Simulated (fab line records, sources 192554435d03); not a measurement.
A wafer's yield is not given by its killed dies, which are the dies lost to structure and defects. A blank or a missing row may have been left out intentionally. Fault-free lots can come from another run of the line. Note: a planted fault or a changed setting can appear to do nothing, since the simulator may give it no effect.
Matching of chambers :: flow n5-finfet :: rie-diel-01 running N5_PASSIVATION_PASS_ETCH_74: 4 sister chambers
The step etches SiNx in CF4/O2, target depth 220 nm, time 110 s. 14 wafers are shown with their chamber, then 7 later ones without.

WAFERS PAIRED WITH THEIR CHAMBERS
wafer: L315.4
chamber: 3
showerhead-plenum-p-Torr (Torr): 2.27
drypump-motor-current-A (A): 4.6
throttle-valve-pct (%): 15.96

wafer: L315.5
chamber: 0
showerhead-plenum-p-Torr (Torr): 2.28
drypump-motor-current-A (A): 5.5
throttle-valve-pct (%): 15.90

wafer: L315.6
chamber: 1
showerhead-plenum-p-Torr (Torr): 2.26
drypump-motor-current-A (A): 5.7
throttle-valve-pct (%): 15.92

wafer: L317.3
chamber: 3
showerhead-plenum-p-Torr (Torr): 2.27
drypump-motor-current-A (A): 4.6
throttle-valve-pct (%): 15.96

wafer: L317.5
chamber: 1
showerhead-plenum-p-Torr (Torr): 2.26
drypump-motor-current-A (A): 5.7
throttle-valve-pct (%): 15.90

wafer: L317.6
chamber: 0
showerhead-plenum-p-Torr (Torr): 2.28
drypump-motor-current-A (A): 5.5
throttle-valve-pct (%): 15.90

wafer: L319.2
chamber: 0
showerhead-plenum-p-Torr (Torr): 2.28
drypump-motor-current-A (A): 5.5
throttle-valve-pct (%): 15.91

wafer: L319.5
chamber: 1
showerhead-plenum-p-Torr (Torr): 2.26
drypump-motor-current-A (A): 5.8
throttle-valve-pct (%): 15.93

wafer: L319.6
chamber: 2
showerhead-plenum-p-Torr (Torr): 2.19
drypump-motor-current-A (A): 5.0
throttle-valve-pct (%): 16.22

wafer: L321.2
chamber: 0
showerhead-plenum-p-Torr (Torr): 2.28
drypump-motor-current-A (A): 5.5
throttle-valve-pct (%): 15.91

wafer: L321.5
chamber: 1
showerhead-plenum-p-Torr (Torr): 2.25
drypump-motor-current-A (A): 5.8
throttle-valve-pct (%): 15.95

wafer: L321.6
chamber: 0
showerhead-plenum-p-Torr (Torr): 2.28
drypump-motor-current-A (A): 5.5
throttle-valve-pct (%): 15.92

wafer: L323.1
chamber: 1
showerhead-plenum-p-Torr (Torr): 2.25
drypump-motor-current-A (A): 5.7
throttle-valve-pct (%): 15.95

wafer: L323.2
chamber: 0
showerhead-plenum-p-Torr (Torr): 2.28
drypump-motor-current-A (A): 5.4
throttle-valve-pct (%): 15.92

SIGNATURES (means of the wafers above)
reading: showerhead-plenum-p-Torr
chamber 0: 2.2800
chamber 1: 2.2560
chamber 2: 2.1900
chamber 3: 2.2700
scatter within a chamber: 0.00346

reading: drypump-motor-current-A
chamber 0: 5.483
chamber 1: 5.740
chamber 2: 5.000
chamber 3: 4.600
scatter within a chamber: 0.0451

reading: throttle-valve-pct
chamber 0: 15.9100
chamber 1: 15.9300
chamber 2: 16.2200
chamber 3: 15.9600
scatter within a chamber: 0.0148
Rule: a wafer lies at a distance from a chamber equal to the root of the sum of squares, over the readings, of (its reading less the chamber's mean, divided by the reading's scatter). If the next closest chamber is less than 2 further off than the closest, the wafer can't be placed; otherwise it belongs to the closest. The scatter is the square root of a quotient: the sum, over the shown wafers, of each reading's squared deviation from its chamber's mean, divided by wafers minus chambers.

WAFERS WITH NO CHAMBER GIVEN
wafer: L323.5
showerhead-plenum-p-Torr (Torr): 2.19
drypump-motor-current-A (A): 4.9
throttle-valve-pct (%): 16.25

wafer: L331.1
showerhead-plenum-p-Torr (Torr): 2.18
drypump-motor-current-A (A): 5.0
throttle-valve-pct (%): 16.31

wafer: L331.2
showerhead-plenum-p-Torr (Torr): 2.27
drypump-motor-current-A (A): 5.5
throttle-valve-pct (%): 15.95

wafer: L331.5
showerhead-plenum-p-Torr (Torr): 2.18
drypump-motor-current-A (A): 5.0
throttle-valve-pct (%): 16.30

wafer: L330.3
showerhead-plenum-p-Torr (Torr): 2.18
drypump-motor-current-A (A): 5.0
throttle-valve-pct (%): 16.29

wafer: L330.4
showerhead-plenum-p-Torr (Torr): 2.27
drypump-motor-current-A (A): 5.5
throttle-valve-pct (%): 15.96

wafer: L330.5
showerhead-plenum-p-Torr (Torr): 2.18
drypump-motor-current-A (A): 5.0
throttle-valve-pct (%): 16.28

EACH ONE'S CHAMBER
wafer: L323.5
from the rows above: 2
in truth: 2

wafer: L331.1
from the rows above: 2
in truth: 2

wafer: L331.2
from the rows above: 0
in truth: 0

wafer: L331.5
from the rows above: 2
in truth: 2

wafer: L330.3
from the rows above: 2
in truth: 2

wafer: L330.4
from the rows above: 0
in truth: 0

wafer: L330.5
from the rows above: 2
in truth: 2
Correct placement for 7 of the 7. From these rows, 0 cannot be placed. Placed wrongly: 0.
